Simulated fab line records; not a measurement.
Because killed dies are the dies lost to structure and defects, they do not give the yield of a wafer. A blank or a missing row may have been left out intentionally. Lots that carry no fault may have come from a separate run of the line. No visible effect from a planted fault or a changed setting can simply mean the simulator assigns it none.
fab line records	flow n5Finfet
record: lots: 8	wafers: 24	lastDay: 18
route steps=1938 shown BEOL_M0_SAQP@669 BEOL_M4@1111
lots with no fault: from the same line, run without faults
startH: hours from the record's opening day to when the first of the lot's shown wafers began	waitH: hours from the lot's prior step to this one	" unchanged from the row above	L1.1+2: a row that stands for several wafers	- value missing, or start not given	* or withheld: withheld	< > ~ a bound
route shown NAME@n: a module of which the file shows steps, and the number in the route of the first	usual: mean/standard deviation of fault-free wafers	same: alike in all rows	chamber/n: place in a boat	sites: per-site readings	_std_site: standard deviation across them	_edge_site: the outer-site mean with the inner-site mean subtracted	radiusMm: how far each site lies from the wafer's centre	mask NAME#n: copy n	behind: tool/chamber where the wafer was last shaped	hold: why the lot went on hold/how many hours it stayed there/how the hold came to an end	device: whichever transistor did not switch (one of n, p or np)	end of line: the route-end tests of the same wafers	for a step that has no rows: nothing shown but its recipe	killed: dies lost to structure and defects at the first sort, not the wafer's yield	map: a wafer's dies, x killed, . not, _ none there
set.NAME: the setting as run; set.NAME@STEP: as run at that earlier step	model.NAME: the simulator's own value behind a step, which no gauge read
one table for each step of the route and one row for each wafer, over a sample of lots
services: the hour from which a tool's chamber was out of use, counted from the record's first day as startH (under 0 if before that day), plus the number of hours and why
== steps ==
step: N5_BEOL_M0_SAQP_MANDREL_ETCH_103
recipe: chemistry: HBr/Cl2	target: a-Si	targetDepthA: 450	btTimeS: 10	stopOn: SiCN	maskMaterial: SiO2	overEtchFrac: 0.8	timeS: 27	pressureMtorr: 10	icpW: 800	biasW: 75	HBr_flow_sccm: 150	Cl2_flow_sccm: 80	ends: endPoint
usual: chamberPressureMTorr: 10.001/0.009	drypumpMotorCurrentA: 5.8/0.43	heBacksideLeakSccm: 2.73/0.22	oesProductAu: 0.679/0.011	rfFwdPowerW: 794.3/2.6	throttleValvePct: 35.54/0.25
same: overEtchFrac: 0.8
lot.wafer	tool	chamber	startH	waitH	chamberPressureMTorr	drypumpMotorCurrentA	heBacksideLeakSccm	oesProductAu	rfFwdPowerW	rfHoursCounterH	throttleValvePct
L839.3	rieSi-02	0	129.87	0.0	10.001	5.4	2.53	0.683	792.7	58	35.85
L839.5	"	1	"	"	9.992	5.8	2.63	0.679	795.5	-	35.92
L839.6	"	0	"	"	9.990	5.4	2.47	0.686	794.8	-	35.84
L845.2	rieSi-04	0	149.15	0.0	10.000	5.9	2.59	0.673	793.4	7	35.46
L845.5	"	1	"	"	9.996	5.4	2.72	0.697	794.6	-	35.25
L845.6	"	0	"	"	10.004	5.9	2.51	0.672	797.2	-	35.47
L850.2	rieSi-02	1	182.91	0.0	10.007	5.8	2.60	0.686	793.7	96	35.94
L850.3	"	3	"	"	10.001	6.1	2.73	0.665	795.0	6	35.94
L850.4	"	0	"	"	10.004	5.4	2.51	0.685	797.3	59	35.84
L854.2	rieSi-02	2	201.63	0.0	9.997	5.3	2.81	0.666	794.2	118	35.87
L854.5	"	0	"	"	10.008	5.4	2.55	0.689	794.6	-	35.81
L854.6	"	1	"	"	9.984	5.8	2.56	0.682	794.8	-	35.95
L857.1	rieSi-05	2	224.52	0.0	10.000	5.6	2.62	0.657	792.5	185	35.59
L857.4	"	0	"	"	9.995	6.4	2.72	0.670	798.4	79	35.25
L857.6	"	2	"	"	10.011	5.6	2.68	0.670	794.2	-	35.54
L858.1	rieSi-05	2	226.73	0.0	10.008	5.6	2.69	0.670	796.6	185	35.59
L858.2	"	0	"	"	10.012	6.4	2.60	0.671	793.6	79	35.24
L858.4	"	3	"	"	9.985	5.7	2.93	0.689	794.0	147	35.57
L860.3	rieSi-04	0	233.99	0.0	10.007	5.9	2.43	0.692	795.4	8	35.46
L860.5	"	2	"	"	9.985	6.2	2.74	0.684	795.9	-	35.70
L860.6	"	1	"	"	10.008	5.4	2.51	0.697	797.2	-	35.24
L862.2	rieSi-02	2	251.03	0.0	10.000	5.2	2.58	0.681	796.5	119	35.86
L862.3	"	0	"	"	9.997	5.4	2.53	0.676	791.2	60	35.85
L862.5	"	1	"	"	9.982	5.8	2.54	0.681	792.6	-	35.94
step: N5_BEOL_M0_SAQP_MANDREL2_REMOVE_110
recipe: chemistry: HBr/Cl2/O2	btTimeS: 10	target: a-Si	stopOn: SiCN	endpoint: OES-SiCl	overEtchFrac: 1	icpW: 600	biasW: 30	HBr_flow_sccm: 150	Cl2_flow_sccm: 80	O2_flow_sccm: 5	pressureMtorr: 10
usual: chamberPressureMTorr: 10.000/0.0096	drypumpMotorCurrentA: 5.8/0.42	heBacksideLeakSccm: 2.71/0.29	oesProductAu: 0.992/0.014	throttleValvePct: 36.83/0.26
same: overEtchFrac: 1
lot.wafer	tool	chamber	startH	waitH	chamberPressureMTorr	drypumpMotorCurrentA	heBacksideLeakSccm	oesProductAu	rfHoursCounterH	throttleValvePct
L839.3	rieSi-02	1	131.34	0.1	10.015	5.8	2.43	0.980	95	37.21
L839.5	"	1	"	"	10.003	5.8	2.55	0.991	-	37.22
L839.6	"	2	"	"	10.015	5.2	2.74	0.985	-	37.13
L845.2	rieSi-04	0	150.74	0.1	10.008	5.9	2.44	0.982	7	36.73
L845.5	"	2	"	"	9.994	6.2	2.51	0.994	-	36.96
L845.6	"	1	"	"	10.022	5.5	2.82	0.995	-	36.56
L850.2	rieSi-05	3	184.65	0.1	10.006	5.6	2.83	1.010	146	36.84
L850.3	"	0	"	"	9.999	6.4	2.53	0.982	78	36.54
L850.4	"	3	"	"	9.994	5.6	2.87	1.014	-	36.84
L854.2	rieSi-02	2	203.10	0.1	10.006	5.3	2.56	0.993	118	37.13
L854.5	"	3	"	"	9.999	6.1	2.48	0.995	-	37.19
L854.6	"	2	"	"	10.007	5.3	2.54	0.994	-	37.14
L857.1	rieSi-05	0	225.99	0.1	10.000	6.4	2.56	0.981	79	36.52
L857.4	"	3	"	"	10.009	5.6	2.92	1.003	146	36.84
L857.6	"	0	"	"	9.980	6.4	2.74	0.991	-	36.53
L858.1	rieSi-04	3	228.51	0.1	9.993	5.1	3.34	1.000	167	36.37
L858.2	"	0	"	"	10.000	5.9	2.38	0.992	8	36.72
L858.4	"	1	"	"	9.999	5.4	2.54	1.000	68	36.56
L860.3	rieSi-04	1	235.47	0.1	9.996	5.4	2.75	1.019	68	36.55
L860.5	"	0	"	"	10.000	5.9	2.56	0.988	-	36.73
L860.6	"	1	"	"	9.992	5.4	2.48	1.002	-	36.55
L862.2	rieSi-05	3	252.61	0.1	9.991	5.6	2.98	1.013	147	36.83
L862.3	"	0	"	"	9.982	6.4	2.63	0.985	79	36.54
L862.5	"	3	"	"	10.001	5.6	2.86	1.003	-	36.85
step: N5_BEOL_M0_SAQP_DESCUM_45
recipe: chemistry: O2	timeS: 7	sourcePowerW: 50	biasPowerW: 20	pressureMtorr: 20	rfFrequencyHz: 2.712e+07	tempC: 40	resist: CAR-EUV	o2FlowSccm: 225
usual: chamberPressureMTorr: 20.000/0.017	drypumpMotorCurrentA: 5.6/0.47	o2FlowSccm: 224.9/0.62	oesProductAu: 0.81/0.092	rfVppV: 243.1/1.6	showerheadPlenumPTorr: 2.10/0.092	throttleValvePct: 20.50/0.18
lot.wafer	tool	chamber	startH	waitH	chamberPressureMTorr	drypumpMotorCurrentA	o2FlowSccm	oesProductAu	rfHoursCounterH	rfVppV	showerheadPlenumPTorr	throttleValvePct
L839.3	rieDiel-04	2	131.89	0.0	20.009	6.1	225.3	0.89	23	245.1	2.21	20.48
L839.5	"	0	"	"	19.985	4.8	225.1	0.67	-	241.2	1.98	20.67
L839.6	"	3	"	"	20.025	6.2	225.9	0.81	-	242.0	2.04	20.80
L845.2	rieDiel-02	1	151.88	0.6	20.011	5.1	223.5	0.99	1	244.2	2.05	20.38
L845.5	"	1	"	"	19.986	5.1	225.3	0.99	-	242.1	2.05	20.39
L845.6	"	3	"	"	20.003	5.7	224.9	0.96	-	243.4	2.05	20.39
L850.2	rieDiel-05	2	185.23	0.1	20.013	5.5	224.4	0.81	91	242.0	2.03	20.51
L850.3	"	0	"	"	20.000	5.4	225.7	0.70	228	241.2	1.97	20.46
L850.4	"	3	"	"	19.989	5.9	224.1	0.87	46	244.5	2.22	20.29
L854.2	rieDiel-05	3	203.68	0.0	19.991	5.9	223.6	0.86	50	244.3	2.22	20.31
L854.5	"	0	"	"	20.009	5.3	225.7	0.70	-	241.4	1.97	20.48
L854.6	"	3	"	"	19.999	5.9	225.4	0.87	-	245.1	2.22	20.29
L857.1	rieDiel-05	2	226.53	0.0	19.993	5.5	224.6	0.80	97	242.0	2.02	20.52
L857.4	"	1	"	"	19.970	6.3	224.6	0.70	205	242.9	2.08	20.78
L857.6	"	3	"	"	20.023	5.9	225.0	0.87	-	243.8	2.22	20.31
L858.1	rieDiel-05	1	229.18	0.0	20.006	6.3	224.8	0.70	206	242.9	2.08	20.78
L858.2	"	2	"	"	19.983	5.5	225.3	0.80	98	242.7	2.02	20.54
L858.4	"	3	"	"	20.001	5.9	225.7	0.86	53	244.6	2.22	20.30
L860.3	rieDiel-04	3	236.06	0.1	20.016	6.2	224.9	0.78	138	242.5	2.03	20.84
L860.5	"	0	"	"	20.000	4.8	224.1	0.89	-	246.3	2.23	20.26
L860.6	"	3	"	"	19.995	6.2	224.6	0.78	-	240.9	2.03	20.87
L862.2	rieDiel-04	1	253.27	0.0	19.997	5.2	224.8	0.69	247	243.5	2.04	20.45
L862.3	"	2	"	"	19.984	6.2	223.9	0.83	60	245.1	2.19	20.55
L862.5	"	1	"	"	19.978	5.2	225.2	0.69	-	242.8	2.04	20.46
step: N5_BEOL_M0_SAQP_ETCH_88
recipe: chemistry: N2/H2	target: underlayer	targetDepthA: 65	timeS: 5.2	ionEnergyEv: 200	maskMaterial: CAR-EUV	pressureMtorr: 30	sourceW: 840	biasW: 150	n2FlowSccm: 200	h2FlowSccm: 200	ends: cleared
usual: chamberPressureMTorr: 30.00/0.046	drypumpMotorCurrentA: 5.6/0.47	etchRfOnTimeS: 5.19/0.12	oesProductAu: 0.68/0.081	rfFwdPowerW: 819.2/2.3	rfVppV: 524/3.4	showerheadPlenumPTorr: 2.56/0.11	throttleValvePct: 17.99/0.21
lot.wafer	tool	chamber	startH	waitH	chamberPressureMTorr	drypumpMotorCurrentA	etchRfOnTimeS	oesProductAu	rfFwdPowerW	rfHoursCounterH	rfVppV	showerheadPlenumPTorr	throttleValvePct
L839.3	rieDiel-04	2	131.92	0.0	30.05	6.1	5.11	0.75	817.0	23	531	2.70	18.02
L839.5	"	0	"	"	30.04	4.8	5.30	0.58	821.9	-	518	2.41	18.07
L839.6	"	3	"	"	29.97	6.2	5.16	0.68	818.5	-	521	2.48	18.26
L845.2	rieDiel-02	1	151.92	0.0	29.89	5.1	5.02	0.85	821.7	1	521	2.50	17.88
L845.5	"	1	"	"	30.02	5.1	5.02	0.85	820.3	-	522	2.49	17.88
L845.6	"	3	"	"	29.95	5.8	4.93	0.82	823.0	-	522	2.51	18.01
L850.2	rieDiel-05	2	185.26	0.0	29.89	5.5	5.16	0.70	822.3	91	524	2.46	17.91
L850.3	"	0	"	"	29.98	5.4	5.12	0.60	820.2	228	521	2.42	18.22
L850.4	"	3	"	"	30.00	5.9	5.07	0.73	818.3	46	528	2.70	17.73
L854.2	rieDiel-05	3	203.72	0.0	30.03	5.9	5.11	0.74	821.0	50	529	2.70	17.75
L854.5	"	0	"	"	29.99	5.4	5.16	0.59	816.6	-	520	2.42	18.20
L854.6	"	3	"	"	30.01	6.0	5.12	0.73	821.9	-	529	2.70	17.75
L857.1	rieDiel-05	2	226.57	0.0	29.98	5.5	4.38	0.75	1019.7	97	485	2.46	17.92
L857.4	"	1	"	"	30.03	6.3	5.47	0.58	818.6	205	522	2.54	18.29
L857.6	"	3	"	"	30.05	5.9	5.22	0.72	818.3	-	530	2.70	17.71
L858.1	rieDiel-05	1	229.21	0.0	30.01	6.3	5.44	0.57	821.9	206	522	2.54	18.29
L858.2	"	2	"	"	30.06	5.5	4.31	0.76	1022.9	98	487	2.46	17.94
L858.4	"	3	"	"	29.93	5.9	5.10	0.71	820.1	53	529	2.70	17.72
L860.3	rieDiel-04	3	236.09	0.0	29.99	6.2	5.27	0.65	820.4	138	522	2.47	18.30
L860.5	"	0	"	"	30.05	4.8	5.15	0.76	822.8	-	527	2.72	17.65
L860.6	"	3	"	"	29.93	6.2	5.23	0.66	820.1	-	520	2.47	18.33
L862.2	rieDiel-04	1	253.30	0.0	30.04	5.1	5.38	0.58	815.8	247	523	2.50	17.90
L862.3	"	2	"	"	30.02	6.1	5.16	0.70	823.2	60	528	2.69	18.08
L862.5	"	1	"	"	29.99	5.1	5.40	0.58	820.6	-	523	2.50	17.93
step: N5_BEOL_M4_RC_MEAS_101
usual: DIBL_N: 36.4/1.6	DIBL_P: 36.2/1.8	IOFF_N: 0.159/0.029	IOFF_P: 0.21/0.034	ION_N: 670/12	ION_P: 459/8.2	SS_N: 71.5/0.59	SS_P: 73.2/0.54	VT_N: 250/3.3	VT_P: -250/3.7
lot.wafer	tool	chamber	startH	waitH	DIBL_N[mV/V]	DIBL_P[mV/V]	IOFF_N[nA/um]	IOFF_P[nA/um]	ION_N[uA/um]	ION_P[uA/um]	SS_N[mV/dec]	SS_P[mV/dec]	VT_N[mV]	VT_P[mV]
L839.3	prober-02	0	188.80	0.3	35.8	37.4	0.150	0.20	673	460	71.2	73.4	248	-251
L839.5	"	0	"	"	36.6	37.3	0.153	0.20	659	447	71.3	73.6	251	-252
L839.6	"	0	"	"	36.6	37.5	0.164	0.21	671	459	71.5	73.1	251	-254
L845.2	prober-01	0	216.72	0.2	35.7	36.0	0.152	0.24	668	469	71.6	73.0	248	-247
L845.5	"	0	"	"	37.6	38.7	0.200	0.28	680	470	71.9	73.7	246	-248
L845.6	"	0	"	"	37.2	38.2	0.187	0.27	688	472	72.0	74.3	244	-246
L850.2	prober-01	0	260.05	0.2	36.5	36.5	0.153	0.20	663	457	71.3	73.3	250	-253
L850.3	"	0	"	"	34.5	33.8	0.119	0.16	657	449	70.7	72.7	256	-254
L850.4	"	0	"	"	36.1	36.9	0.135	0.20	658	459	70.6	73.9	253	-252
L854.2	prober-02	0	285.85	0.2	34.7	34.2	0.115	0.17	649	448	70.8	72.9	254	-255
L854.5	"	0	"	"	36.9	36.8	0.151	0.23	661	456	71.6	73.2	249	-250
L854.6	"	0	"	"	36.5	35.8	0.152	0.20	657	452	70.8	73.2	252	-253
L857.1	prober-01	0	290.31	0.0	38.3	39.3	0.193	0.27	676	464	72.3	73.4	247	-246
L857.4	"	0	"	"	35.2	37.0	0.148	0.23	677	467	70.9	73.4	249	-246
L857.6	"	0	"	"	37.8	40.3	0.189	0.29	679	473	72.2	74.0	245	-243
L858.1	prober-02	0	293.77	0.0	39.8	38.1	0.211	0.25	673	456	72.7	74.5	243	-251
L858.2	"	0	"	"	34.7	34.4	0.128	0.20	667	459	70.1	72.9	251	-249
L858.4	"	0	"	"	37.9	36.6	0.181	0.24	677	458	72.7	73.4	246	-248
L860.3	prober-02	0	311.25	0.3	35.5	34.9	0.113	0.14	649	443	71.2	72.3	257	-262
L860.5	"	0	"	"	38.6	39.7	0.190	0.20	673	453	72.2	73.7	250	-253
L860.6	"	0	"	"	36.9	37.1	0.152	0.16	675	455	71.9	72.9	251	-258
L862.2	prober-02	0	335.34	0.2	37.0	37.7	0.179	0.27	671	468	72.1	73.9	248	-245
L862.3	"	0	"	"	32.8	33.8	0.114	0.20	657	466	70.8	72.3	255	-246
L862.5	"	0	"	"	32.9	34.5	0.119	0.23	660	464	70.8	73.0	249	-247
== services ==
tool	chamber	startH	hours	kind
rieDiel-02	-	110.04	15.6	pm
rieSi-04	0	115.10	8.9	repair
rieSi-02	3	117.12	13.7	repair
rieSi-04	1	121.01	2.2	repair
rieDiel-04	3	138.80	6.5	repair
rieSi-05	2	142.14	3.9	repair
rieDiel-04	0	145.27	-	clean
rieDiel-04	0	145.27	-	consumableReplace:focusRing
rieDiel-04	0	145.27	-	consumableReplace:showerhead
rieDiel-04	0	145.27	22.0	scheduledDown
rieDiel-04	0	145.27	22.0	ventCycle
rieDiel-02	2	146.85	7.3	repair
rieSi-02	2	174.01	5.7	repair
rieDiel-02	-	174.45	5.9	repair
rieSi-05	1	181.31	7.4	repair
rieSi-04	0	188.08	19.6	repair
rieDiel-05	-	207.71	14.6	pm
rieSi-02	2	229.42	11.0	repair
rieSi-05	-	229.70	14.6	pm
rieDiel-05	1	238.66	19.1	repair
rieSi-05	2	244.30	-	clean
rieSi-05	2	244.30	14.8	scheduledDown
rieSi-05	2	244.30	14.8	ventCycle
rieSi-02	3	247.57	3.6	repair
== key ==
firstSign: step: N5_BEOL_M0_SAQP_ETCH_88	reading: rfFwdPowerW	direction: up	sigmas: 87	usual: *	struck: *
effect: step: N5_BEOL_M0_SAQP_ETCH_88	reading: rfVppV	direction: down	sigmas: 11	usual: 524	struck: 486
metAt N5_BEOL_M0_SAQP_ETCH_88
struckLots L857,L858
struckWafers L857.1,L858.2
notActingAt N5_BEOL_M0_SAQP_MANDREL_ETCH_103,N5_BEOL_M0_SAQP_MANDREL2_REMOVE_110,N5_BEOL_M0_SAQP_DESCUM_45
onsetBetween 185.26 226.57
fault: kind: processParameterDrift	tool: rieDiel-05	chamber: 2	onsetH: 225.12	steps: N5_BEOL_M0_SAQP_ETCH_88	channel: sourceW	offset: 201.6	shape: step	endH: 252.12	actsIn: theseRecipesOnly	stated: 840
